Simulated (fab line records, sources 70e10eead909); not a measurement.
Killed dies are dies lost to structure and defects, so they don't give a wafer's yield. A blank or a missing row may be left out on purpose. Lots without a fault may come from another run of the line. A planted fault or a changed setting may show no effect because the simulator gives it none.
Problem report in the 8D (eight disciplines) form, filled by code | flow nand_harc | the parts of the form that need people (team, actions taken, sign-off) are left out

1. THE PROBLEM
thk_nm at NHARC_A_ONON_D1_THK_MEAS_27 reads a mean of 395 nm on 3 wafers of 3 lots; wafers without a fault read 1000 nm with a standard deviation of 8.1. That is -75 standard deviations from the usual mean.
The step: measures by ellipsometry.
First seen on wafer L677.2, day 11 08:31, on film_metro-02. The record holds 43 wafers of 15 lots with a number at this step. Rule for "out", or "out of limits": more than 4 standard deviations from the usual mean. The other wafers with a number count as sound.

2. WHAT IT IS AND WHAT IT IS NOT
question                    | is                           | is not
which readings at this step | thk_nm                       | -
which lots                  | L677, L678, L680             | L664, L665, L666, L667, L669, L671, L672, L682, L684, L685, L686, L687
which wafers of those lots  | L677.2, L678.1, L680.1       | L677.4, L678.5, L680.3, L680.5
read on which gauges        | film_metro-01, film_metro-02 | -
when                        | from day 11 08:31            | up to then (22 sound wafers); but 18 sound wafers of L678, L680, L682, L684, L685, L686, L687 came after

3. SUSPECTS, AND WHAT RULES EACH OUT
Counting: a tool at a process step up to the reading stays a suspect if it ran every lot that is out. Sound lots after the first of them don't rule it out here, since some wafers of a struck lot are sound.
- the gauge at NHARC_A_ONON_D1_THK_MEAS_27: ruled out. The wafers that are out were read on 2 gauges (film_metro-01, film_metro-02).
- pecvd_onon-02 at NHARC_A_ONON_D1_DEP_25 (target thk 1000 nm): kept. It ran every lot that is out, first L677 (day 11 08:04); its last sound lot up to then is L671 (day 9 15:31).
Left after counting: pecvd_onon-02 at NHARC_A_ONON_D1_DEP_25.

4. THE CAUSE (what the simulator had put in)
Process parameter drift: pecvd_onon-02, from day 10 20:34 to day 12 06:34, at NHARC_A_ONON_D1_DEP_25. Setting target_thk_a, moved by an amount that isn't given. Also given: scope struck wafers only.
Counting left only this tool.

5. THE CHAIN OF EFFECTS, in route order
Each row: a reading whose mean over the struck wafers that have a number lies more than 3 standard deviations from the usual. Only readings for which the record gives a usual standard deviation are gone through. hours: the time from each lot's start at the first step in this table that gives one to its start at this step, as a median over the lots. sigmas: the change in usual standard deviations.
hours | step                        | reading         | usual   | on struck wafers | change | sigmas
0     | NHARC_A_ONON_D1_THK_MEAS_27 | thk_nm          | 1000 nm | 395              | -605   | -75
267   | NHARC_END_SORT_01           | killed_at_array | 24      | 672              | +648   | +77
267   | NHARC_END_SORT_01           | killed_dies     | 27      | 677              | +650   | +76
Later measuring or inspecting steps at which every struck wafer that the step has a row for has a number for every such reading, and none has moved that far: NHARC_A_ONON_D1_INSPECT_32.

6. WHAT WOULD HAVE CAUGHT IT SOONER
In this record the first reading out of limits at a measuring or inspecting step was taken at day 11 08:31, 12 hours after the fault began at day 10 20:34.
Of the lots that are out (3), L680 began NHARC_A_ONON_D1_DEP_25 on pecvd_onon-02 after day 11 08:31. A hold on the tool at that time would have spared it.
